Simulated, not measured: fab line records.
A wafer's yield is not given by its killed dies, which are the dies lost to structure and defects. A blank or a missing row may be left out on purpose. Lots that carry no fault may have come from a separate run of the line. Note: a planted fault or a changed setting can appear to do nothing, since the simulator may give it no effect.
fab line records + flow nand-harc
record
- lots=6
- wafers=18
- last-day=34
route steps=1302 shown A_ONON_D2@550 END@1302
lots that met no fault: from a run of the same line without faults
start-h: hours from the record's opening day to when the first of the lot's shown wafers began + wait-h: hours from the lot's prior step to this one + " unchanged from the row above + L1.1+2: several wafers, shown together as one row + - no value present, or no start provided + * or withheld: withheld + < > ~ a bound
route shown NAME@n: names a module that has steps shown in the file, with the first one's number in the route + usual: mean/standard deviation taken from wafers without a fault + same: alike in all rows + chamber/n: place in a boat + sites: each site's reading + _std_site: their standard deviation + _edge_site: the outer-site mean with the inner-site mean subtracted + radius-mm: for every site, how far away it sits from the centre of the wafer + mask NAME#n: copy n + behind: tool/chamber where the wafer was last shaped + hold: why the lot was held/for how many hours/how that ended + device: transistor that didn't switch, given as n, p or np + end of line: tests run on the same wafers once the route is complete + a step given without rows: its recipe and nothing more + killed: dies that structure and defects cost at the first sort, which is not the same as the wafer's yield + map: a wafer's dies, marking killed ones x, the rest . and places with no die _
set.NAME: the setting as run; set.NAME@STEP: as run at that earlier step + model.NAME: the simulator's own value behind a step, which no gauge read
a table for each step, a row for each wafer; lots at some steps of the route
services: a tool's chamber out of use, with start hour (start-h, from the record's first day; less than 0 if before it), hours out, and reason
## steps
# step NHARC_A_ONON_D2_THK_MEAS_08
# recipe
- thk-meas-gauge=ellipsometry
# usual
- thk-nm=998/11
| lot.wafer | tool          | chamber | start-h | wait-h | thk-nm |
|-----------|---------------|---------|---------|--------|--------|
| L768.1    | film-metro-01 | -       | 276.11  | -      | 1008   |
| L768.4    | "             | -       | "       | "      | 1010   |
| L768.5    | "             | -       | "       | "      | 1010   |
| L773.3    | film-metro-01 | -       | 312.81  | -      | 1000   |
| L773.5    | "             | -       | "       | "      | 1001   |
| L773.6    | "             | -       | "       | "      | 1000   |
| L777.1    | film-metro-01 | -       | 358.77  | -      | 983    |
| L777.5    | "             | -       | "       | "      | 982    |
| L777.6    | "             | -       | "       | "      | 983    |
| L778.2    | film-metro-02 | -       | 358.91  | -      | 1006   |
| L778.4    | "             | -       | "       | "      | 1008   |
| L778.6    | "             | -       | "       | "      | 1007   |
| L790.4    | film-metro-02 | -       | 488.30  | -      | 990    |
| L790.5    | "             | -       | "       | "      | 991    |
| L790.6    | "             | -       | "       | "      | 989    |
| L789.3    | film-metro-01 | -       | 488.35  | -      | 1000   |
| L789.4    | "             | -       | "       | "      | 1002   |
| L789.6    | "             | -       | "       | "      | 999    |
# step NHARC_A_ONON_D2_DEP_09
# recipe
- target-thk-a=10000
- n2-flow-sccm=2750
- n2o-flow-sccm=2000
- nh3-flow-sccm=500
- sih4-flow-sccm=210
- temp-c=400
# step NHARC_A_ONON_D2_THK_MEAS_11
# recipe
- thk-meas-gauge=ellipsometry
# usual
- thk-nm=999/9.7
| lot.wafer | tool          | chamber | start-h | wait-h | thk-nm |
|-----------|---------------|---------|---------|--------|--------|
| L768.1    | film-metro-01 | -       | 276.67  | -      | 999    |
| L768.4    | "             | -       | "       | "      | 999    |
| L768.5    | "             | -       | "       | "      | 999    |
| L773.3    | film-metro-02 | -       | 313.37  | -      | 993    |
| L773.5    | "             | -       | "       | "      | 993    |
| L773.6    | "             | -       | "       | "      | 993    |
| L777.1    | film-metro-02 | -       | 359.33  | -      | 1006   |
| L777.5    | "             | -       | "       | "      | 1008   |
| L777.6    | "             | -       | "       | "      | 1007   |
| L778.2    | film-metro-02 | -       | 359.47  | -      | 994    |
| L778.4    | "             | -       | "       | "      | 993    |
| L778.6    | "             | -       | "       | "      | 995    |
| L790.4    | film-metro-01 | -       | 488.86  | -      | 1012   |
| L790.5    | "             | -       | "       | "      | 1013   |
| L790.6    | "             | -       | "       | "      | 1013   |
| L789.3    | film-metro-02 | -       | 488.92  | -      | 1021   |
| L789.4    | "             | -       | "       | "      | 1020   |
| L789.6    | "             | -       | "       | "      | 1020   |
# step NHARC_A_ONON_D2_DEP_12
# recipe
- target-thk-a=10000
- n2-flow-sccm=2750
- n2o-flow-sccm=2000
- nh3-flow-sccm=500
- sih4-flow-sccm=210
- temp-c=400
# step NHARC_A_ONON_D2_THK_MEAS_14
# recipe
- thk-meas-gauge=ellipsometry
# usual
- thk-nm=1002/7.8
| lot.wafer | tool          | chamber | start-h | wait-h | thk-nm |
|-----------|---------------|---------|---------|--------|--------|
| L768.1    | film-metro-01 | -       | 277.24  | -      | 997    |
| L768.4    | "             | -       | "       | "      | 998    |
| L768.5    | "             | -       | "       | "      | 997    |
| L773.3    | film-metro-01 | -       | 313.94  | -      | 1003   |
| L773.5    | "             | -       | "       | "      | 1002   |
| L773.6    | "             | -       | "       | "      | 1002   |
| L777.1    | film-metro-01 | -       | 359.90  | -      | 1000   |
| L777.5    | "             | -       | "       | "      | 1000   |
| L777.6    | "             | -       | "       | "      | 999    |
| L778.2    | film-metro-02 | -       | 360.04  | -      | 999    |
| L778.4    | "             | -       | "       | "      | 999    |
| L778.6    | "             | -       | "       | "      | 999    |
| L790.4    | film-metro-01 | -       | 489.43  | -      | 998    |
| L790.5    | "             | -       | "       | "      | 993    |
| L790.6    | "             | -       | "       | "      | 996    |
| L789.3    | film-metro-02 | -       | 489.49  | -      | 1003   |
| L789.4    | "             | -       | "       | "      | 1002   |
| L789.6    | "             | -       | "       | "      | 1004   |
# step NHARC_A_ONON_D2_ANNEAL_15
# recipe
- temp-c=750
- time-s=3600
# step NHARC_A_ONON_D2_DEP_16
# recipe
- target-thk-a=10000
- n2-flow-sccm=2750
- n2o-flow-sccm=2000
- nh3-flow-sccm=500
- sih4-flow-sccm=210
- temp-c=400
# step NHARC_A_ONON_D2_THK_MEAS_18
# recipe
- thk-meas-gauge=ellipsometry
# usual
- thk-nm=1002/11
| lot.wafer | tool          | chamber | start-h | wait-h | thk-nm |
|-----------|---------------|---------|---------|--------|--------|
| L768.1    | film-metro-01 | -       | 285.03  | -      | 999    |
| L768.4    | "             | -       | "       | "      | 1000   |
| L768.5    | "             | -       | "       | "      | 1000   |
| L773.3    | film-metro-01 | -       | 323.82  | -      | 1019   |
| L773.5    | "             | -       | "       | "      | 1020   |
| L773.6    | "             | -       | "       | "      | 1020   |
| L777.1    | film-metro-02 | -       | 369.05  | -      | 997    |
| L777.5    | "             | -       | "       | "      | 998    |
| L777.6    | "             | -       | "       | "      | 996    |
| L778.2    | film-metro-01 | -       | 369.05  | -      | 997    |
| L778.4    | "             | -       | "       | "      | 998    |
| L778.6    | "             | -       | "       | "      | 998    |
| L789.3    | film-metro-01 | -       | 497.44  | -      | 1001   |
| L789.4    | "             | -       | "       | "      | 1002   |
| L789.6    | "             | -       | "       | "      | 1002   |
| L790.4    | film-metro-02 | -       | 497.45  | -      | 991    |
| L790.5    | "             | -       | "       | "      | 990    |
| L790.6    | "             | -       | "       | "      | 993    |
# step NHARC_A_ONON_D2_DEP_19
# recipe
- target-thk-a=10000
- n2-flow-sccm=2750
- n2o-flow-sccm=2000
- nh3-flow-sccm=500
- sih4-flow-sccm=210
- temp-c=400
# step NHARC_A_ONON_D2_THK_MEAS_21
# recipe
- thk-meas-gauge=ellipsometry
# usual
- thk-nm=1004/12
| lot.wafer | tool          | chamber | start-h | wait-h | thk-nm |
|-----------|---------------|---------|---------|--------|--------|
| L768.1    | film-metro-01 | -       | 285.60  | -      | 987    |
| L768.4    | "             | -       | "       | "      | 988    |
| L768.5    | "             | -       | "       | "      | 988    |
| L773.3    | film-metro-01 | -       | 324.38  | -      | 997    |
| L773.5    | "             | -       | "       | "      | 995    |
| L773.6    | "             | -       | "       | "      | 995    |
| L777.1    | film-metro-01 | -       | 369.76  | -      | 1006   |
| L777.5    | "             | -       | "       | "      | 1004   |
| L777.6    | "             | -       | "       | "      | 1007   |
| L778.2    | film-metro-02 | -       | 369.96  | -      | 991    |
| L778.4    | "             | -       | "       | "      | 993    |
| L778.6    | "             | -       | "       | "      | 992    |
| L789.3    | film-metro-01 | -       | 498.01  | -      | 981    |
| L789.4    | "             | -       | "       | "      | 980    |
| L789.6    | "             | -       | "       | "      | 981    |
| L790.4    | film-metro-02 | -       | 498.02  | -      | 1008   |
| L790.5    | "             | -       | "       | "      | 1009   |
| L790.6    | "             | -       | "       | "      | 1011   |
# step NHARC_A_ONON_D2_DEP_22
# recipe
- target-thk-a=10000
- n2-flow-sccm=2750
- n2o-flow-sccm=2000
- nh3-flow-sccm=500
- sih4-flow-sccm=210
- temp-c=400
# step NHARC_A_ONON_D2_THK_MEAS_24
# recipe
- thk-meas-gauge=ellipsometry
# usual
- thk-nm=1001/11
| lot.wafer | tool          | chamber | start-h | wait-h | thk-nm |
|-----------|---------------|---------|---------|--------|--------|
| L768.1    | film-metro-01 | -       | 286.17  | -      | 999    |
| L768.4    | "             | -       | "       | "      | 1000   |
| L768.5    | "             | -       | "       | "      | 1000   |
| L773.3    | film-metro-02 | -       | 324.94  | -      | 996    |
| L773.5    | "             | -       | "       | "      | 996    |
| L773.6    | "             | -       | "       | "      | 997    |
| L777.1    | film-metro-02 | -       | 370.33  | -      | 997    |
| L777.5    | "             | -       | "       | "      | 996    |
| L777.6    | "             | -       | "       | "      | 996    |
| L778.2    | film-metro-01 | -       | 370.68  | -      | 1015   |
| L778.4    | "             | -       | "       | "      | 1015   |
| L778.6    | "             | -       | "       | "      | 1014   |
| L789.3    | film-metro-02 | -       | 498.57  | -      | 1036   |
| L789.4    | "             | -       | "       | "      | 1035   |
| L789.6    | "             | -       | "       | "      | 1036   |
| L790.4    | film-metro-01 | -       | 498.59  | -      | 1001   |
| L790.5    | "             | -       | "       | "      | 998    |
| L790.6    | "             | -       | "       | "      | 1002   |
# step NHARC_A_ONON_D2_DEP_25
# recipe
- target-thk-a=10000
- n2-flow-sccm=2750
- n2o-flow-sccm=2000
- nh3-flow-sccm=500
- sih4-flow-sccm=210
- temp-c=400
| lot.wafer  | tool          | chamber | start-h | wait-h |
|------------|---------------|---------|---------|--------|
| L768.1+4+5 | pecvd-onon-02 | 0       | 286.22  | 0.1    |
| L773.3+5+6 | pecvd-onon-04 | 0       | 325.12  | 0.2    |
| L777.1+5+6 | pecvd-onon-04 | 0       | 370.39  | 0.1    |
| L778.2+4+6 | pecvd-onon-04 | 0       | 370.80  | 0.1    |
| L789.3+4+6 | pecvd-onon-02 | 0       | 498.74  | 0.2    |
| L790.4+5+6 | pecvd-onon-03 | 0       | 499.01  | 0.4    |
# step NHARC_A_ONON_D2_THK_MEAS_27
# recipe
- thk-meas-gauge=ellipsometry
# usual
- thk-nm=1000/11
| lot.wafer | tool          | chamber | start-h | wait-h | thk-nm |
|-----------|---------------|---------|---------|--------|--------|
| L768.1    | film-metro-01 | -       | 286.73  | -      | 994    |
| L768.4    | "             | -       | "       | "      | 993    |
| L768.5    | "             | -       | "       | "      | 994    |
| L773.3    | film-metro-01 | -       | 325.52  | -      | 1024   |
| L773.5    | "             | -       | "       | "      | 1025   |
| L773.6    | "             | -       | "       | "      | 1026   |
| L777.1    | film-metro-02 | -       | 370.90  | -      | 1246   |
| L777.5    | "             | -       | "       | "      | 1001   |
| L777.6    | "             | -       | "       | "      | 998    |
| L778.2    | film-metro-02 | -       | 371.25  | -      | 1003   |
| L778.4    | "             | -       | "       | "      | 1249   |
| L778.6    | "             | -       | "       | "      | 1003   |
| L789.3    | film-metro-01 | -       | 499.14  | -      | 994    |
| L789.4    | "             | -       | "       | "      | 993    |
| L789.6    | "             | -       | "       | "      | 992    |
| L790.4    | film-metro-02 | -       | 499.35  | -      | 995    |
| L790.5    | "             | -       | "       | "      | 994    |
| L790.6    | "             | -       | "       | "      | 993    |
# step NHARC_A_ONON_D2_DEP_28
# recipe
- target-thk-a=10000
- n2-flow-sccm=2750
- n2o-flow-sccm=2000
- nh3-flow-sccm=500
- sih4-flow-sccm=210
- temp-c=400
# step NHARC_END_SORT_01
# recipe
- temp-c=25
# usual
- killed-at-array=44/16
- killed-at-other=0.6/1.1
- killed-at-periphery=3.9/2.6
- killed-dies=48/16
- killed-open=3.1/1.9
- killed-short=2.4/1.8
# same
- gross-dies=677
| lot.wafer | tool      | chamber | start-h | wait-h | killed-at-array | killed-at-other | killed-at-periphery | killed-dies | killed-open | killed-short |
|-----------|-----------|---------|---------|--------|-----------------|-----------------|---------------------|-------------|-------------|--------------|
| L773.5    | prober-01 | 0       | 588.10  | 3.6    | 46              | 1               | 5                   | 52          | 6           | 0            |
| L773.6    | prober-01 | 0       | 588.89  | 3.9    | 68              | 0               | 6                   | 74          | 2           | 2            |
| L777.1    | prober-02 | 0       | 653.25  | 2.5    | 673             | 0               | 4                   | 677         | 4           | 4            |
| L778.4    | prober-01 | 0       | 658.83  | 3.4    | 669             | 1               | 7                   | 677         | 9           | 2            |
# killed by level:class
L773.5 A_SLIT:chamber-film-flake=16 A_CHANNEL_HOLE_D2:chamber-film-flake=15 A_CHANNEL_HOLE_D1:chamber-film-flake=8 P_M0:geometric-particle:open=2 P_ZERO_WELL:chamber-film-flake=2 P_GATE:geometric-particle:open=1 A_WL_FILL:geometric-particle:open=1 A_CONTACT:geometric-particle:open=1
L773.6 A_CHANNEL_HOLE_D2:chamber-film-flake=27 A_CHANNEL_HOLE_D1:chamber-film-flake=19 A_SLIT:chamber-film-flake=14 P_ZERO_WELL:chamber-film-flake=3 P_BONDPAD:chamber-film-flake=2 A_STAIRCASE:chamber-film-flake=2 P_CONTACT:geometric-particle:open=1 A_CHANNEL_HOLE_D1:geometric-particle:short=1
L777.1 A_ONON_D2:area-dep=640 A_CHANNEL_HOLE_D1:chamber-film-flake=14 A_CHANNEL_HOLE_D2:chamber-film-flake=5 A_CONTACT:chamber-film-flake=5 A_ONON_D1:geometric-particle:short=3 P_CONTACT:geometric-particle:open=2 A_SLIT:chamber-film-flake=2 P_GATE:geometric-particle:open=1
L778.4 A_ONON_D2:area-dep=634 A_SLIT:chamber-film-flake=16 A_STAIRCASE:chamber-film-flake=3 A_M0:geometric-particle:open=2 A_CHANNEL_HOLE_D2:chamber-film-flake=2 P_M2:chamber-film-flake=2 A_CHANNEL_HOLE_D1:chamber-film-flake=2 A_CONTACT:chamber-film-flake=2
# map L777.1 (x killed, . not)
____________x____________
_________xxxxxxx_________
_______xxxxxxxxxxx_______
______xxxxxxxxxxxxx______
_____xxxxxxxxxxxxxxx_____
____xxxxxxxxxxxxxxxxx____
____xxxxxxxxxxxxxxxxx____
___xxxxxxxxxxxxxxxxxxx___
___xxxxxxxxxxxxxxxxxxx___
__xxxxxxxxxxxxxxxxxxxxx__
__xxxxxxxxxxxxxxxxxxxxx__
_xxxxxxxxxxxxxxxxxxxxxxx_
_xxxxxxxxxxxxxxxxxxxxxxx_
_xxxxxxxxxxxxxxxxxxxxxxx_
_xxxxxxxxxxxxxxxxxxxxxxx_
_xxxxxxxxxxxxxxxxxxxxxxx_
xxxxxxxxxxxxxxxxxxxxxxxxx
xxxxxxxxxxxxxxxxxxxxxxxxx
xxxxxxxxxxxxxxxxxxxxxxxxx
xxxxxxxxxxxxxxxxxxxxxxxxx
xxxxxxxxxxxxxxxxxxxxxxxxx
_xxxxxxxxxxxxxxxxxxxxxxx_
_xxxxxxxxxxxxxxxxxxxxxxx_
_xxxxxxxxxxxxxxxxxxxxxxx_
_xxxxxxxxxxxxxxxxxxxxxxx_
_xxxxxxxxxxxxxxxxxxxxxxx_
__xxxxxxxxxxxxxxxxxxxxx__
__xxxxxxxxxxxxxxxxxxxxx__
___xxxxxxxxxxxxxxxxxxx___
___xxxxxxxxxxxxxxxxxxx___
____xxxxxxxxxxxxxxxxx____
____xxxxxxxxxxxxxxxxx____
_____xxxxxxxxxxxxxxx_____
______xxxxxxxxxxxxx______
_______xxxxxxxxxxx_______
_________xxxxxxx_________
____________x____________
# map L778.4 (x killed, . not)
____________x____________
_________xxxxxxx_________
_______xxxxxxxxxxx_______
______xxxxxxxxxxxxx______
_____xxxxxxxxxxxxxxx_____
____xxxxxxxxxxxxxxxxx____
____xxxxxxxxxxxxxxxxx____
___xxxxxxxxxxxxxxxxxxx___
___xxxxxxxxxxxxxxxxxxx___
__xxxxxxxxxxxxxxxxxxxxx__
__xxxxxxxxxxxxxxxxxxxxx__
_xxxxxxxxxxxxxxxxxxxxxxx_
_xxxxxxxxxxxxxxxxxxxxxxx_
_xxxxxxxxxxxxxxxxxxxxxxx_
_xxxxxxxxxxxxxxxxxxxxxxx_
_xxxxxxxxxxxxxxxxxxxxxxx_
xxxxxxxxxxxxxxxxxxxxxxxxx
xxxxxxxxxxxxxxxxxxxxxxxxx
xxxxxxxxxxxxxxxxxxxxxxxxx
xxxxxxxxxxxxxxxxxxxxxxxxx
xxxxxxxxxxxxxxxxxxxxxxxxx
_xxxxxxxxxxxxxxxxxxxxxxx_
_xxxxxxxxxxxxxxxxxxxxxxx_
_xxxxxxxxxxxxxxxxxxxxxxx_
_xxxxxxxxxxxxxxxxxxxxxxx_
_xxxxxxxxxxxxxxxxxxxxxxx_
__xxxxxxxxxxxxxxxxxxxxx__
__xxxxxxxxxxxxxxxxxxxxx__
___xxxxxxxxxxxxxxxxxxx___
___xxxxxxxxxxxxxxxxxxx___
____xxxxxxxxxxxxxxxxx____
____xxxxxxxxxxxxxxxxx____
_____xxxxxxxxxxxxxxx_____
______xxxxxxxxxxxxx______
_______xxxxxxxxxxx_______
_________xxxxxxx_________
____________x____________
## services
| tool          | chamber | start-h | hours | kind   |
|---------------|---------|---------|-------|--------|
| pecvd-onon-04 | -       | 311.57  | 13.0  | pm     |
| pecvd-onon-02 | -       | 366.00  | 13.0  | pm     |
| pecvd-onon-03 | -       | 408.00  | 13.0  | pm     |
| pecvd-onon-03 | -       | 425.70  | 4.7   | repair |
| pecvd-onon-04 | -       | 492.57  | 13.0  | pm     |
## key
first-sign
- step=NHARC_A_ONON_D2_THK_MEAS_27
- reading=thk-nm
- direction=up
- sigmas=22
- usual=1000
- struck=1247
effect
- step=NHARC_END_SORT_01
- reading=killed-at-array
- direction=up
- sigmas=40
- usual=44
- struck=671
more-kills-born-at
- NHARC_A_ONON_D2_DEP_25@pecvd-onon-04=1274
met-at NHARC_A_ONON_D2_DEP_25
struck-wafers L777.1,L778.4
later-rows-left-out L777.1,L778.4
tester-left-out L777,L778
fault
- kind=process-parameter-drift
- tool=pecvd-onon-04
- chamber=-
- onset-h=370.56
- steps=NHARC_A_ONON_D2_DEP_25
- channel=target-thk-a
- offset=*
- shape=step
- end-h=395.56
- scope=struck-wafers-only
- acts-in=*
- stated=*
# tester-left-out: of these lots the tester's yield and bins aren't shown, on N5 and GAA mostly nor the transistor test; their killed dies are dies lost to structure and defects alone, not to doping, threshold or leakage, so they don't give the yield
# later-rows-left-out: the simulator's readings of these wafers behind a module that went badly wrong aren't trusted and aren't shown, but for the sort
